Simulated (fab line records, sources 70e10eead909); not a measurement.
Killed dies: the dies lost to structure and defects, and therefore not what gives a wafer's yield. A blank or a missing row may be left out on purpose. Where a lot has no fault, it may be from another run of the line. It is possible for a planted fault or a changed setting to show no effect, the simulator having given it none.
Code-filled problem report in 8D (eight disciplines) form + flow nand harc + the parts of the form that need people (team, actions taken, sign-off) are left out

== 1. THE ISSUE ==
A mean of 1457.0 is read at NHARC_P_GATE_INSPECT_28 for raw defect count, taken on 1 wafer of 1 lot, against 6.0 (standard deviation 2.7) on wafers free of any fault. So: +99 or more standard deviations from the usual mean.
First observed at day 10 07:05: wafer L205.2, on defect inspect-02. At this step, 13 wafers from 5 lots have a number in the record. Rule for "out", or "out of limits": more than 4 standard deviations from the usual mean. The other wafers with a number count as sound.

== 2. WHAT IT IS AND WHAT IT IS NOT ==
| question                    | is                     | is not                                                                         |
|-----------------------------|------------------------|--------------------------------------------------------------------------------|
| which readings at this step | raw defect count       | -                                                                              |
| which lots                  | L205                   | L192, L206, L211, L213                                                         |
| which wafers of those lots  | all that have a number | -                                                                              |
| read on which gauges        | defect inspect-02      | defect inspect-01                                                              |
| when                        | from day 10 07:05      | up to then (3 sound wafers); but 9 sound wafers of L206, L211, L213 came after |

== 3. SUSPECTS, AND WHAT RULES EACH OUT ==
Counting: any tool at a process step up to the reading is kept as a suspect provided that every lot that is out went through it and no sound lot did after the first of them.
- the gauge at NHARC_P_GATE_INSPECT_28 is ruled out. All the wafers that are out were read on defect inspect-02, but those of them that NHARC_P_GATE_INSPECT_68 has rows for are out there too, on other tools.
- cmp-01 at NHARC_P_STI_CMP_21 (polishes, t overpolish 20 s, target thk 380.67 nm): ruled out as a lasting fault. After its first lot that is out, L205 (day 9 01:08), sound lots L211, L213 ran on it.
- wet bench-03 at NHARC_P_GATE_PRECLEAN_70 (cleans in SC1): ruled out as a lasting fault. After its first lot that is out, L205 (day 9 09:01), sound lots L213 ran on it.
- rie diel-13 at NHARC_P_GATE_DESCUM_13 (chemistry O2, time 3 s): ruled out as a lasting fault. After its first lot that is out, L205 (day 9 17:19), sound lots L213 ran on it.
- acl dep-02 at NHARC_P_GATE_HM_DEP_102 (deposits aC, target thk 120 nm): ruled out as a lasting fault. After its first lot that is out, L205 (day 10 05:43), sound lots L206, L213 ran on it.
- pecvd-01 at NHARC_P_GATE_DEP_103 (deposits SiON, target thk 30 nm): kept. It ran the lot that is out, L205 (day 10 06:18), and no sound lot after that.
After counting, what remains is pecvd-01 at NHARC_P_GATE_DEP_103.

== 4. THE CAUSE (what the simulator had put in) ==
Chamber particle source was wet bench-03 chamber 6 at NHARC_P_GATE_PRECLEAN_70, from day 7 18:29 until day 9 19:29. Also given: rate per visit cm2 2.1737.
Counting ruled it out, wrongly: the rule takes a fault to strike every lot that its tool runs from its start on, and this one did not.

== 5. SEQUENCE OF EFFECTS, ordered by route ==
Rows list readings where the struck wafers' mean (over those with a number) sits beyond 3 standard deviations from the usual. Scope: only readings with a usual standard deviation given in the record; hours: median across lots of the time from each lot's start at the first step in this table that gives one to its start at this step; sigmas: change in usual standard deviations.
| hours | step                    | reading             | usual | on struck wafers | change  | sigmas      |
|-------|-------------------------|---------------------|-------|------------------|---------|-------------|
| 0     | NHARC_P_GATE_INSPECT_28 | raw defect count    | 6.0   | 1457.0           | +1451.0 | +99 or more |
| 25    | NHARC_P_GATE_INSPECT_68 | raw defect count    | 206   | 1624             | +1418   | +18         |
| 522   | NHARC_END_SORT_01       | killed at periphery | 4.3   | 34.0             | +29.7   | +11         |

== 6. HOW IT WOULD HAVE BEEN CAUGHT EARLIER ==
The first out-of-limits reading at a measuring or inspecting step in this record came at day 10 07:05, 61 hours after the fault's start at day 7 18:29.
Of the tool readings at NHARC_P_GATE_PRECLEAN_70 for which the record gives a usual standard deviation, none was out on any struck wafer, so an alarm limit of 4 standard deviations on them would not have fired.
